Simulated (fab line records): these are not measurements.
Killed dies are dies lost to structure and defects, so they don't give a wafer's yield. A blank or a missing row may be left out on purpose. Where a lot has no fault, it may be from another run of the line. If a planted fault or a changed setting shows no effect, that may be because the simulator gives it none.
A struck lot beside a sound one    flow n5Finfet    28 steps out of a route of 1938
Sound: the wafers L590.2, L590.3, L590.6. Wafers struck: L591.2, L591.5, L591.6. At the end, the cause is stated.
At each step with rows: each side's tool, then ch and its chambers, then its first start. Under that, the readings that differ: sound wafers    struck wafers    difference of the means    sigmas: that difference in standard deviations of wafers without a fault.
alike: readings with means less than 2 such deviations apart, plus words and numbers identical on both sides. not compared: withheld readings, readings lacking a value on some wafer, bounds such as >300 that could conceal the same value, and numbers that have no deviation in the record and whose values overlap.
The two part at a step that has a row with sigmas, a row that says differs or no value, or rows on one side only. Numbers that don't overlap but have no deviation are shown without sigmas and don't part them. A reading that every wafer of one side lacks parts them only if that side has two wafers or more.

first, 11 steps without rows for these wafers: N5_BEOL_M7_CURE_75 (cures SiCOH lowk, time 120 s); N5_BEOL_M7_DEGAS_44 (time 60 s); N5_BEOL_M7_PRE_CLEAN_45 (time 30 s); N5_BEOL_M7_ALD_77 (deposits TaN, target thk 2 nm, pulse time 2 s, purge time 3 s); N5_BEOL_M7_SURFACE_TREAT_79; N5_BEOL_M7_CVD_78 (deposits Co from CCTBA/H2, target thk 2 nm, time 142.3 s); N5_BEOL_M7_SPUTTER_48 (material Cu, target thk 10 nm, time 1.667 s); N5_BEOL_M7_ECD_50 (material Cu, target thk 300 nm); N5_BEOL_M7_ANNEAL_51 (time 90 s); N5_BEOL_M7_CMP_52 (polishes, stops on SiCOH lowk, t overpolish 6.9 s, target thk 80 nm); N5_BEOL_M7_PRE_CLEAN_55 (time 15 s).
N5_BEOL_M7_DEP_56: deposits SiCN from 3MS/NH3, target thk 10 nm, time 17.5 s.
  sound on pecvd-03 ch 0,1,2, day 11 03:28; struck on pecvd-03 ch 0,1,2, day 11 09:08
  alike: showerheadPlenumPTorr, throttleValvePct
N5_BEOL_M7_INSPECT_58: inspects for defects (darkfield).
  struck on defectInspect-02, day 11 09:14; sound on defectInspect-01, day 11 03:34
reading         sound     struck       difference  sigmas
rawDefectCount  52 66 58  976 855 852  +836        +30
then, 12 steps without rows for these wafers: N5_BEOL_M8_ILD_DEP_00 (deposits SiCOH lowk from DEMS/porogen, target thk 179.75 nm, time 33.4 s); N5_BEOL_M8_CURE_74 (cures SiCOH lowk, time 240 s); N5_BEOL_M8_PECVD_70 (deposits SiO2 from TEOS/O2, target thk 20 nm, time 22.7 s); N5_BEOL_M8_HM_DEP_02 (deposits TiN, target thk 20 nm); N5_BEOL_M8_COAT_59 (time 60 s, resist thk 100 nm); N5_BEOL_M8_COAT_60 (time 60 s, resist thk 35 nm); N5_BEOL_M8_COAT_05 (resist thk 90 nm); N5_BEOL_M8_EBR_07; N5_BEOL_M8_SOFTBAKE_06 (time 60 s); N5_BEOL_M8_EXPOSE_08 (exposes mask M8); N5_BEOL_M8_PEB_09 (peb time 60 s); N5_BEOL_M8_DEVELOP_10 (develop time 30 s).
N5_BEOL_M8_INSPECT_13: inspects for defects (brightfield).
  struck on defectInspect-01, day 11 10:59; sound on defectInspect-01, day 11 06:27
reading         sound        struck          difference  sigmas
rawDefectCount  456 345 318  1381 1194 1227  +894        +11
then, 1 step without rows for these wafers: N5_BEOL_M8_DESCUM_16 (chemistry O2, time 7.9 s).
-- here the record skips 3 days between the struck wafers' starts before and after, leaving off in module BEOL_M8 and picking up in module PASSIVATION (first step shown: number 1936 of the route) --
N5_PASSIVATION_PROBE_49:
  the record has rows for the struck wafers here (prober-01, day 14 04:00) and none for the sound ones

WHERE THEY PART
Earliest at N5_BEOL_M7_INSPECT_58; latest, in this record, at N5_PASSIVATION_PROBE_49.

WHY: what had been put in by the simulator
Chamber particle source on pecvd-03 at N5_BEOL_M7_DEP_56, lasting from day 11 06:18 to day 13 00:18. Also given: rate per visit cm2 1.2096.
